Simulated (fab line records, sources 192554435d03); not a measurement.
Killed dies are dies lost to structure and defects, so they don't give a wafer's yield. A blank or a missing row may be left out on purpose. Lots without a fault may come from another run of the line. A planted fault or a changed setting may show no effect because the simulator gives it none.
One fault seen from 2 desks | flow n5_finfet | each desk has only its own numbers; what lay behind them comes last

THE TOOL OWNER'S DESK: ald_metal-04
The tool's own readings at N5_HKMG_FIN_PWFM_ALD_03 (deposits TiN, target thk 2 nm, pulse time 1 s, purge time 3 s): means of the sampled wafers that have a number, for each lot that ran on this tool. A lot is out of limits, marked OUT, if its mean lies more than 4 standard deviations from the usual mean; the brackets give that distance.
Columns: A = heater_power_w at N5_HKMG_FIN_PWFM_ALD_03, usual 879 W; B = precursor_pulse_height_rel at N5_HKMG_FIN_PWFM_ALD_03, usual 1.001
lot  | first seen here | A   | B
L925 | day 6 05:17     | 985 | 1.018
L927 | day 6 15:55     | 893 | 0.990
L928 | day 6 19:55     | 956 | 0.976
L940 | day 9 20:55     | 819 | 0.994
This desk's finding: nothing out of limits on any of the 4 lots.

THE METROLOGY DESK
What the gauges read, lot by lot, whatever tool the lot ran on: means of the sampled wafers that have a number. A lot is out of limits, marked OUT, if its mean lies more than 4 standard deviations from the usual mean; the brackets give that distance. Of its 20 readings 7 are shown: the one that was out of limits first, and those that lie furthest out on some lot.
Columns: A = IOFF_N_LONG at N5_BEOL_M4_RC_MEAS_101, usual 5.66e-05 nA/um; B = IOFF_P at N5_BEOL_M4_RC_MEAS_101, usual 0.21 nA/um; C = IOFF_P_85C at N5_BEOL_M4_RC_MEAS_101, usual 3.6 nA/um; D = IOFF_P_LIN at N5_BEOL_M4_RC_MEAS_101, usual 0.100 nA/um; E = IOFF_P_LONG at N5_BEOL_M4_RC_MEAS_101, usual 0.00011 nA/um; F = VT_P at N5_BEOL_M4_RC_MEAS_101, usual -250 mV; G = VT_P_LVT at N5_BEOL_M4_RC_MEAS_101, usual -98.4 mV
lot  | first seen here | A                   | B              | C              | D               | E                  | F               | G
L925 | day 9 17:59     | 4.29e-05 (-5.3) OUT | 0.74 (+18) OUT | 10.1 (+15) OUT | 0.349 (+23) OUT | 0.00021 (+10) OUT  | -224 (+8.2) OUT | -71.8 (+9.8) OUT
L927 | day 10 11:26    | 4.72e-05            | 0.51 (+10) OUT | 7.5 (+9.1) OUT | 0.253 (+14) OUT | 0.00018 (+7.3) OUT | -232 (+5.8) OUT | -84.5 (+5.1) OUT
L928 | day 10 17:38    | 4.30e-05 (-5.2) OUT | 0.74 (+18) OUT | 10.2 (+15) OUT | 0.357 (+23) OUT | 0.00021 (+10) OUT  | -224 (+8.5) OUT | -74.9 (+8.7) OUT
L934 | day 12 12:52    | 6.21e-05            | 0.23           | 3.9            | 0.109           | 0.00011            | -250            | -98.1
L940 | day 14 17:04    | 5.81e-05            | 0.25           | 4.1            | 0.114           | 0.00012            | -246            | -95.2
This desk's finding: out of limits on L925, L927, L928; first on L925, day 9 17:59 (IOFF_N_LONG at N5_BEOL_M4_RC_MEAS_101). In limits: L934, L940.

PUT TOGETHER
The metrology desk could have raised an alarm at day 9 17:59, on L925, L927, L928.
The tool owner's desk saw nothing out of limits.
The tool owner's desk has L925, L927, L928 on record, within its limits.
Of the lots named, all ran N5_HKMG_FIN_PWFM_ALD_03 on ald_metal-04.

WHAT THE SIMULATOR HAD PUT IN
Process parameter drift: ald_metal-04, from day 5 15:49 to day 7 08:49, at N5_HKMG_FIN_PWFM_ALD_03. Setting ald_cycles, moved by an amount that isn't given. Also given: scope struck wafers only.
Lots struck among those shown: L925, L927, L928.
Hours from the fault's start to each desk's first reading out of limits: the metrology desk, 98.
